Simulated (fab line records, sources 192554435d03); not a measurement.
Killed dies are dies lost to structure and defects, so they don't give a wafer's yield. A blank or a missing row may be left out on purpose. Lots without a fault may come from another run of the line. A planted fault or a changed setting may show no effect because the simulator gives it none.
fab line records | flow n5_finfet | part 1 of 2: steps 1 to 18 of 27
record lots=5 wafers=15 last_day=19
route steps=1938 shown BEOL_M3@936
lots that met no fault: from a run of the same line without faults
start_h: hours from the record's first day to the start of the lot's first wafer shown | wait_h: hours since the lot's step before | " the same as in the row above | L1.1+2: a row that stands for several wafers | - no value, or no start given | * or withheld: withheld | < > ~ a bound
route shown NAME@n: a module of which the file shows steps, and the number in the route of the first | usual: mean/standard deviation of fault-free wafers | same: alike in all rows | chamber/n: place in a boat | sites: the reading at each site | _std_site: their standard deviation | _edge_site: outer sites' mean less inner sites' | radius_mm: how far each site lies from the wafer's centre | mask NAME#n: copy n | behind: the tool/chamber that last shaped the wafer | hold: why the lot was held/for how many hours/how that ended | device: the transistor (n, p or np) that didn't switch | end of line: the same wafers' tests at the end of the route | a step without rows: its recipe alone | killed: dies lost to structure and defects at the first sort, not the wafer's yield | map: a wafer's dies, x killed, . not, _ none there
set.NAME: the setting as run; set.NAME@STEP: as run at that earlier step | model.NAME: the simulator's own value behind a step, which no gauge read
lots at some steps of the route; a table a step, a row a wafer
services: from which hour (start_h, from the record's first day; less than 0 if before it) a tool's chamber was out of use, for how many hours, and why
## steps
# step N5_BEOL_M3_COAT_62
# recipe resist=SiARC temp_c=220 time_s=60 spin_rpm=1500 resist_thk_nm=12
# usual resist_line_temp_C=22.97/0.11 spin_speed_rpm=1500.0/1.1
# columns lot.wafer tool chamber start_h wait_h resist_line_temp_C spin_speed_rpm
L079.4 litho_track-05 0 - - 22.80 1500.4
L079.5 " 0 " " 22.94 1501.1
L079.6 " 0 " " 22.73 1497.7
L084.1 litho_track-05 0 - - 22.92 1498.6
L084.2 " 0 " " 23.08 1499.4
L084.4 " 0 " " 22.89 1501.1
L087.3 litho_track-05 0 - - 23.02 1500.3
L087.4 " 0 " " 23.00 1500.3
L087.6 " 0 " " 23.00 1500.2
L092.1 litho_track-05 0 - - 22.97 1500.1
L092.2 " 0 " " 22.87 1499.5
L092.6 " 0 " " 23.09 1501.3
L096.3 litho_track-03 0 - - 23.00 1498.6
L096.5 " 0 " " 22.99 1498.4
L096.6 " 0 " " 23.01 1498.0
# step N5_BEOL_M3_COAT_73
# recipe resist=underlayer temp_c=205 time_s=60 spin_rpm=1500 resist_thk_nm=5
# usual resist_line_temp_C=23.02/0.09 spin_speed_rpm=1499.9/1.2
# columns lot.wafer tool chamber start_h wait_h resist_line_temp_C spin_speed_rpm
L079.4 litho_track-05 0 - - 23.08 1501.0
L079.5 " 0 " " 23.07 1502.7
L079.6 " 0 " " 22.98 1501.9
L084.1 litho_track-05 0 - - 23.08 1500.2
L084.2 " 0 " " 22.95 1498.1
L084.4 " 0 " " 22.97 1499.3
L087.3 litho_track-05 0 - - 23.04 1501.7
L087.4 " 0 " " 23.03 1500.1
L087.6 " 0 " " 22.97 1498.3
L092.1 litho_track-05 0 - - 23.16 1499.9
L092.2 " 0 " " 23.06 1498.7
L092.6 " 0 " " 23.25 1499.6
L096.3 litho_track-03 0 - - 22.87 1499.2
L096.5 " 0 " " 23.07 1500.7
L096.6 " 0 " " 23.03 1501.0
# step N5_BEOL_M3_COAT_05
# recipe resist=CAR-EUV spin_rpm=1500 resist_thk_nm=30
# usual resist_line_temp_C=23.00/0.11 spin_speed_rpm=1499.5/1.2
# columns lot.wafer tool chamber start_h wait_h resist_line_temp_C spin_speed_rpm
L079.4 litho_track-05 0 - - 23.04 1499.8
L079.5 " 0 " " 23.17 1499.1
L079.6 " 0 " " 23.08 1498.6
L084.1 litho_track-05 0 - - 22.90 1499.6
L084.2 " 0 " " 22.98 1499.7
L084.4 " 0 " " 22.99 1500.7
L087.3 litho_track-05 0 - - 22.99 1500.8
L087.4 " 0 " " 22.90 1497.8
L087.6 " 0 " " 23.11 1498.9
L092.1 litho_track-05 0 - - 23.05 1500.3
L092.2 " 0 " " 23.08 1501.8
L092.6 " 0 " " 23.14 1498.3
L096.3 litho_track-03 0 - - 23.14 1498.9
L096.5 " 0 " " 22.85 1500.7
L096.6 " 0 " " 23.00 1498.5
# step N5_BEOL_M3_EBR_07
# recipe solvent=PGMEA ebr_width_mm=1.5
# usual resist_line_temp_C=22.99/0.1
# columns lot.wafer tool chamber start_h wait_h resist_line_temp_C
L079.4 litho_track-05 0 - - 23.08
L079.5 " 0 " " 23.09
L079.6 " 0 " " 23.10
L084.1 litho_track-05 0 - - 22.97
L084.2 " 0 " " 23.00
L084.4 " 0 " " 22.98
L087.3 litho_track-05 0 - - 23.13
L087.4 " 0 " " 23.08
L087.6 " 0 " " 23.05
L092.1 litho_track-05 0 - - 22.76
L092.2 " 0 " " 22.90
L092.6 " 0 " " 22.88
L096.3 litho_track-03 0 - - 22.98
L096.5 " 0 " " 22.86
L096.6 " 0 " " 22.95
# step N5_BEOL_M3_SOFTBAKE_06
# recipe temp_c=110 time_s=60 resist=CAR-EUV
# usual resist_line_temp_C=23.02/0.11
# columns lot.wafer tool chamber start_h wait_h resist_line_temp_C
L079.4 litho_track-05 0 - - 22.89
L079.5 " 0 " " 22.91
L079.6 " 0 " " 22.96
L084.1 litho_track-05 0 - - 23.07
L084.2 " 0 " " 23.00
L084.4 " 0 " " 22.95
L087.3 litho_track-05 0 - - 23.11
L087.4 " 0 " " 22.96
L087.6 " 0 " " 22.92
L092.1 litho_track-05 0 - - 23.03
L092.2 " 0 " " 23.28
L092.6 " 0 " " 23.14
L096.3 litho_track-03 0 - - 22.93
L096.5 " 0 " " 22.94
L096.6 " 0 " " 22.99
# step N5_BEOL_M3_EXPOSE_08
# recipe mask_id=M3 na=0.33 source_shape=dipole sigma_inner=0.369 sigma_outer=0.767 polarization=unpolarized dose_mj=33
# usual reticle_temp_C=22.98/0.09
# same na=0.33
# columns lot.wafer tool chamber start_h wait_h mask reticle_temp_C
L079.4 euv_scanner-01 0 184.42 - M3#0 23.04
L079.5 " 0 " " M3#0 23.09
L079.6 " 0 " " M3#0 22.99
L084.1 euv_scanner-01 0 239.80 - M3#0 22.95
L084.2 " 0 " " M3#0 23.05
L084.4 " 0 " " M3#0 23.06
L087.3 euv_scanner-01 0 250.35 - M3#0 23.11
L087.4 " 0 " " M3#0 22.85
L087.6 " 0 " " M3#0 22.95
L092.1 euv_scanner-02 0 269.28 - M3#0 22.94
L092.2 " 0 " " M3#0 22.86
L092.6 " 0 " " M3#0 22.88
L096.3 euv_scanner-01 0 282.89 - M3#0 22.91
L096.5 " 0 " " M3#0 22.91
L096.6 " 0 " " M3#0 23.05
# step N5_BEOL_M3_PEB_09
# recipe peb_temp_c=100 peb_time_s=60 resist=CAR-EUV
# usual resist_line_temp_C=22.99/0.11
# columns lot.wafer tool chamber start_h wait_h resist_line_temp_C
L079.4 litho_track-02 0 184.46 0.0 22.96
L079.5 " 0 " " 23.04
L079.6 " 0 " " 22.93
L084.1 litho_track-03 0 239.86 0.1 22.84
L084.2 " 0 " " 22.97
L084.4 " 0 " " 22.75
L087.3 litho_track-05 0 250.40 0.0 22.88
L087.4 " 0 " " 22.94
L087.6 " 0 " " 23.03
L092.1 litho_track-03 0 269.34 0.1 23.02
L092.2 " 0 " " 23.02
L092.6 " 0 " " 22.99
L096.3 litho_track-05 0 282.94 0.0 23.16
L096.5 " 0 " " 22.91
L096.6 " 0 " " 22.98
# step N5_BEOL_M3_DEVELOP_10
# recipe develop_time_s=30 developer=TMAH resist=CAR-EUV rinse_liquid=surfactant_rinse dry=air_spin dev_temp_c=23
# usual resist_line_temp_C=23.01/0.1
# columns lot.wafer tool chamber start_h wait_h resist_line_temp_C
L079.4 litho_track-02 0 - - 23.18
L079.5 " 0 " " 23.15
L079.6 " 0 " " 22.96
L084.1 litho_track-03 0 - - 23.19
L084.2 " 0 " " 23.16
L084.4 " 0 " " 23.05
L087.3 litho_track-05 0 - - 23.13
L087.4 " 0 " " 23.01
L087.6 " 0 " " 23.02
L092.1 litho_track-03 0 - - 23.06
L092.2 " 0 " " 23.10
L092.6 " 0 " " 23.03
L096.3 litho_track-05 0 - - 23.02
L096.5 " 0 " " 23.03
L096.6 " 0 " " 22.93
# step N5_BEOL_M3_CD_MEAS_11
# recipe target_cd_nm=17.05 landing_energy_ev=500 detector=se_inlens polarity=opening
# usual cd_nm=17.11/0.26
# columns lot.wafer tool chamber start_h wait_h cd_nm
L079.4 cd_sem-03 0 184.53 - 16.92
L079.5 " 0 " " 16.95
L079.6 " 0 " " 17.29
L084.1 cd_sem-03 0 239.93 - 17.03
L084.2 " 0 " " 17.17
L084.4 " 0 " " 17.41
L087.3 cd_sem-01 0 250.47 - 16.47
L087.4 " 0 " " 17.41
L087.6 " 0 " " 16.55
L092.1 cd_sem-01 0 269.41 - 16.96
L092.2 " 0 " " 17.46
L092.6 " 0 " " 17.36
L096.3 cd_sem-02 0 283.01 - 17.22
L096.5 " 0 " " 17.56
L096.6 " 0 " " 17.30
# step N5_BEOL_M3_OVL_MEAS_12
# recipe points_per_wafer=522
# usual M3_OVL=-0.3/0.64
# columns lot.wafer tool chamber start_h wait_h M3_OVL[nm]
L079.4 overlay-01 0 184.57 0.0 -0.3
L079.5 " 0 " " -0.4
L079.6 " 0 " " 0.1
L084.1 overlay-01 0 239.96 0.0 0.3
L084.2 " 0 " " 0.0
L084.4 " 0 " " 0.2
L087.3 overlay-01 0 250.51 0.0 -0.7
L087.4 " 0 " " 0.0
L087.6 " 0 " " -0.5
L092.1 overlay-01 0 269.44 0.0 -0.9
L092.2 " 0 " " -0.2
L092.6 " 0 " " 0.7
L096.3 overlay-02 0 283.05 0.0 -1.0
L096.5 " 0 " " 0.0
L096.6 " 0 " " -1.0
# step N5_BEOL_M3_INSPECT_13
# recipe mode=adi inspect_instrument=brightfield
# usual raw_defect_count=429/83
# columns lot.wafer tool chamber start_h wait_h raw_defect_count
L079.4 defect_inspect-02 - 184.62 0.0 477
L079.5 " - " " 574
L079.6 " - " " 418
L084.1 defect_inspect-02 - 240.02 0.1 359
L084.2 " - " " 326
L084.4 " - " " 379
L087.3 defect_inspect-01 - 250.56 0.0 536
L087.4 " - " " 473
L087.6 " - " " 380
L092.1 defect_inspect-01 - 269.50 0.1 455
L092.2 " - " " 565
L092.6 " - " " 504
L096.3 defect_inspect-01 - 283.10 0.0 387
L096.5 " - " " 372
L096.6 " - " " 663
# step N5_BEOL_M3_DESCUM_16
# recipe chemistry=O2 time_s=7 source_power_w=50 bias_power_w=20 pressure_mtorr=20 rf_frequency_hz=2.712e+07 temp_c=40 resist=CAR-EUV o2_flow_sccm=225
# usual drypump_motor_current_A=5.6/0.47 oes_product_au=0.78/0.1 rf_vpp_V=243.4/1.4 showerhead_plenum_p_Torr=2.11/0.075 throttle_valve_pct=20.30/0.2
# columns lot.wafer tool chamber start_h wait_h drypump_motor_current_A oes_product_au rf_hours_counter_h rf_vpp_V showerhead_plenum_p_Torr throttle_valve_pct
L079.4 rie_diel-03 0 184.83 0.2 5.1 0.71 - 244.6 2.15 20.39
L079.5 " 2 " " 5.7 0.68 - 245.3 2.13 20.21
L079.6 " 3 " " 5.1 0.84 - 243.4 2.11 20.13
L084.1 rie_diel-03 1 240.07 0.1 6.3 0.92 15 241.9 2.05 19.91
L084.2 " 3 " " 5.2 0.81 75 242.4 2.10 20.17
L084.4 " 1 " " 6.3 0.92 - 243.3 2.05 19.92
L087.3 rie_diel-05 1 250.59 0.0 5.5 0.84 78 246.6 2.20 20.11
L087.4 " 3 " " 5.0 0.69 245 243.5 2.14 20.44
L087.6 " 3 " " 4.9 0.69 - 245.7 2.14 20.43
L092.1 rie_diel-05 2 269.53 0.0 5.6 0.97 10 243.4 2.26 20.35
L092.2 " 1 " " 5.5 0.83 83 246.0 2.20 20.12
L092.6 " 2 " " 5.5 0.99 - 245.9 2.26 20.34
L096.3 rie_diel-02 3 283.26 0.2 6.0 0.70 225 242.2 1.98 20.45
L096.5 " 2 " " 5.6 0.71 - 243.7 2.17 20.35
L096.6 " 3 " " 6.0 0.71 - 240.0 1.98 20.45
# step N5_BEOL_M3_ETCH_74
# recipe chemistry=N2/H2 target=underlayer target_depth_a=65 mask_material=CAR-EUV time_s=5.2 ion_energy_ev=200 pressure_mtorr=30 source_w=840 bias_w=150 n2_flow_sccm=200 h2_flow_sccm=200 ends=cleared
# usual bias_w=149.9/0.47 drypump_motor_current_A=5.6/0.47 etch_rf_on_time_s=5.21/0.15 oes_product_au=0.67/0.089 rf_vpp_V=524.5/2.9 showerhead_plenum_p_Torr=2.56/0.096 throttle_valve_pct=17.69/0.17
# columns lot.wafer tool chamber start_h wait_h bias_w drypump_motor_current_A etch_rf_on_time_s oes_product_au rf_hours_counter_h rf_vpp_V showerhead_plenum_p_Torr throttle_valve_pct
L079.4 rie_diel-03 0 184.85 0.0 150.0 5.1 5.03 0.63 - 527.1 2.61 17.76
L079.5 " 2 " " 150.0 5.6 5.45 0.57 - 526.7 2.61 17.82
L079.6 " 3 " " 149.7 5.1 5.15 0.71 - 526.5 2.59 17.69
L084.1 rie_diel-03 1 240.11 0.0 149.6 6.3 5.02 0.79 15 522.5 2.48 17.27
L084.2 " 3 " " 149.5 5.2 5.14 0.69 75 523.5 2.58 17.71
L084.4 " 1 " " 150.5 6.4 4.99 0.80 - 523.3 2.48 17.30
L087.3 rie_diel-05 1 250.62 0.0 150.1 5.4 5.04 0.71 78 528.4 2.68 17.51
L087.4 " 3 " " 150.0 5.0 5.30 0.57 245 523.4 2.58 17.70
L087.6 " 3 " " 150.3 4.9 5.30 0.57 - 524.7 2.58 17.71
L092.1 rie_diel-05 2 269.57 0.0 149.0 5.6 5.00 0.82 10 529.4 2.70 17.52
L092.2 " 1 " " 148.8 5.5 5.02 0.72 83 527.6 2.67 17.53
L092.6 " 2 " " 150.1 5.5 4.97 0.84 - 525.9 2.70 17.53
L096.3 rie_diel-02 3 283.29 0.0 149.1 6.0 5.30 0.60 225 520.5 2.39 17.73
L096.5 " 2 " " 149.0 5.6 5.43 0.60 - 527.2 2.62 17.79
L096.6 " 3 " " 149.6 6.0 5.38 0.59 - 519.6 2.39 17.75
# step N5_BEOL_M3_ETCH_63
# recipe chemistry=CF4 target=SiARC target_depth_a=156 mask_material=CAR-EUV time_s=26 ion_energy_ev=80 pressure_mtorr=40 source_w=545 bias_w=36 Ar_flow_sccm=100 cf4_flow_sccm=100 ends=cleared
# usual bias_w=35.99/0.1 drypump_motor_current_A=5.6/0.47 etch_rf_on_time_s=26.1/0.69 oes_product_au=0.67/0.088 rf_vpp_V=184.2/1.2 showerhead_plenum_p_Torr=2.16/0.067 throttle_valve_pct=15.53/0.22
# columns lot.wafer tool chamber start_h wait_h bias_w drypump_motor_current_A etch_rf_on_time_s oes_product_au rf_hours_counter_h rf_vpp_V showerhead_plenum_p_Torr throttle_valve_pct
L079.4 rie_diel-03 0 184.87 0.0 36.01 5.1 25.3 0.62 - 185.0 2.20 15.65
L079.5 " 2 " " 35.97 5.6 27.1 0.57 - 186.4 2.18 15.55
L079.6 " 3 " " 36.06 5.2 25.9 0.71 - 185.0 2.18 15.39
L084.1 rie_diel-03 1 240.12 0.0 36.06 6.4 25.5 0.79 15 185.0 2.10 15.10
L084.2 " 3 " " 36.05 5.2 25.6 0.69 75 183.8 2.17 15.42
L084.4 " 1 " " 36.03 6.4 25.3 0.79 - 183.8 2.10 15.10
L087.3 rie_diel-05 1 250.64 0.0 35.93 5.4 25.5 0.72 78 185.9 2.26 15.40
L087.4 " 3 " " 36.08 4.9 26.8 0.57 245 185.2 2.19 15.68
L087.6 " 3 " " 36.03 4.9 27.0 0.57 - 184.5 2.19 15.70
L092.1 rie_diel-05 2 269.58 0.0 35.90 5.6 25.3 0.82 10 185.8 2.28 15.33
L092.2 " 1 " " 36.06 5.4 25.3 0.71 83 184.9 2.25 15.40
L092.6 " 2 " " 36.07 5.6 25.3 0.83 - 185.1 2.28 15.33
L096.3 rie_diel-02 3 283.31 0.0 35.93 6.0 26.5 0.60 225 183.6 2.05 15.82
L096.5 " 2 " " 36.10 5.5 27.1 0.59 - 184.7 2.19 15.49
L096.6 " 3 " " 35.69 6.0 26.5 0.60 - 180.9 2.05 15.82
# step N5_BEOL_M3_ETCH_64
# recipe chemistry=N2/H2 target=SOC target_depth_a=750 overetch_a=150 mask_material=SiARC temp_c=40 time_s=112.5 ion_energy_ev=200 pressure_mtorr=30 source_w=840 bias_w=150 n2_flow_sccm=200 h2_flow_sccm=200
# usual bias_w=149.9/0.47 drypump_motor_current_A=5.6/0.47 oes_product_au=0.62/0.075 rf_vpp_V=524.4/2.6 showerhead_plenum_p_Torr=2.56/0.096 throttle_valve_pct=17.65/0.17
# columns lot.wafer tool chamber start_h wait_h bias_w drypump_motor_current_A oes_product_au rf_hours_counter_h rf_vpp_V showerhead_plenum_p_Torr throttle_valve_pct
L079.4 rie_diel-03 0 184.94 0.1 150.7 5.1 0.57 - 526.8 2.61 17.72
L079.5 " 2 " " 149.9 5.6 0.54 - 525.7 2.61 17.79
L079.6 " 3 " " 150.5 5.1 0.65 - 523.9 2.59 17.66
L084.1 rie_diel-03 1 240.15 0.0 150.5 6.4 0.72 15 523.1 2.48 17.26
L084.2 " 3 " " 150.4 5.2 0.64 75 524.4 2.58 17.69
L084.4 " 1 " " 150.7 6.4 0.73 - 522.6 2.48 17.25
L087.3 rie_diel-05 1 250.67 0.0 149.8 5.4 0.65 78 526.0 2.68 17.46
L087.4 " 3 " " 150.2 5.0 0.54 245 524.0 2.58 17.66
L087.6 " 3 " " 150.0 5.0 0.54 - 524.8 2.58 17.66
L092.1 rie_diel-05 2 269.61 0.0 151.1 5.6 0.75 10 526.4 2.70 17.47
L092.2 " 1 " " 150.1 5.5 0.65 83 527.4 2.67 17.47
L092.6 " 2 " " 150.9 5.6 0.76 - 527.3 2.70 17.48
L096.3 rie_diel-02 3 283.34 0.0 150.5 6.0 0.56 225 520.0 2.39 17.67
L096.5 " 2 " " 150.6 5.6 0.57 - 525.9 2.62 17.77
L096.6 " 3 " " 149.9 6.0 0.57 - 520.4 2.39 17.69
# step N5_BEOL_M3_STRIP_65
# recipe chemistry=N2/H2 temp_c=40 n2_flow_sccm=200 h2_flow_sccm=200 rf_frequency_hz=6e+07
# columns lot.wafer tool chamber start_h wait_h
L079.4+5+6 rie_diel-03 0,2,3 185.00 0.0
L084.1+2+4 rie_diel-03 1,3,1 240.26 0.1
L087.3+4+6 rie_diel-05 1,3,3 250.78 0.1
L092.1+2+6 rie_diel-05 2,1,2 269.72 0.1
L096.3+5+6 rie_diel-02 3,2,3 283.44 0.1
# step N5_BEOL_M3_STRIP_75
# recipe chemistry=N2/H2 temp_c=40 n2_flow_sccm=200 h2_flow_sccm=200 rf_frequency_hz=6e+07
# columns lot.wafer tool chamber start_h wait_h
L079.4+5+6 rie_diel-03 0,2,3 185.01 0.0
L084.1+2+4 rie_diel-03 1,3,1 240.27 0.0
L087.3+4+6 rie_diel-05 1,3,3 250.79 0.0
L092.1+2+6 rie_diel-05 2,1,2 269.73 0.0
L096.3+5+6 rie_diel-02 3,2,3 283.45 0.0
# step N5_BEOL_M3_STRIP_66
# recipe chemistry=CF4 resist=SiARC power_w=300 bias_power_w=75 pressure_mtorr=50 cf4_flow_sccm=150 rf_frequency_hz=6e+07
# usual drypump_motor_current_A=5.6/0.47 oes_product_au=0.77/0.093 rf_vpp_V=271.4/1.7 showerhead_plenum_p_Torr=1.81/0.054 throttle_valve_pct=13.52/0.24
# columns lot.wafer tool chamber start_h wait_h drypump_motor_current_A oes_product_au rf_hours_counter_h rf_vpp_V showerhead_plenum_p_Torr throttle_valve_pct
L079.4 rie_diel-03 0 185.03 0.0 5.1 0.71 - 271.5 1.85 13.68
L079.5 " 2 " " 5.6 0.67 - 272.9 1.82 13.56
L079.6 " 3 " " 5.2 0.82 - 270.6 1.82 13.31
L084.1 rie_diel-03 1 240.28 0.0 6.3 0.91 15 271.2 1.76 13.05
L084.2 " 3 " " 5.2 0.79 76 270.7 1.81 13.38
L084.4 " 1 " " 6.3 0.90 - 269.7 1.76 13.04
L087.3 rie_diel-05 1 250.80 0.0 5.4 0.82 78 272.3 1.88 13.34
L087.4 " 3 " " 4.9 0.67 245 273.2 1.83 13.69
L087.6 " 3 " " 4.9 0.67 - 273.6 1.83 13.69
L092.1 rie_diel-05 2 269.74 0.0 5.6 0.95 10 275.4 1.91 13.28
L092.2 " 1 " " 5.4 0.82 83 272.9 1.88 13.35
L092.6 " 2 " " 5.6 0.94 - 275.0 1.91 13.26
L096.3 rie_diel-02 3 283.46 0.0 6.0 0.70 225 269.4 1.72 13.84
L096.5 " 2 " " 5.6 0.71 - 272.3 1.84 13.55
L096.6 " 3 " " 6.0 0.70 - 270.8 1.72 13.81
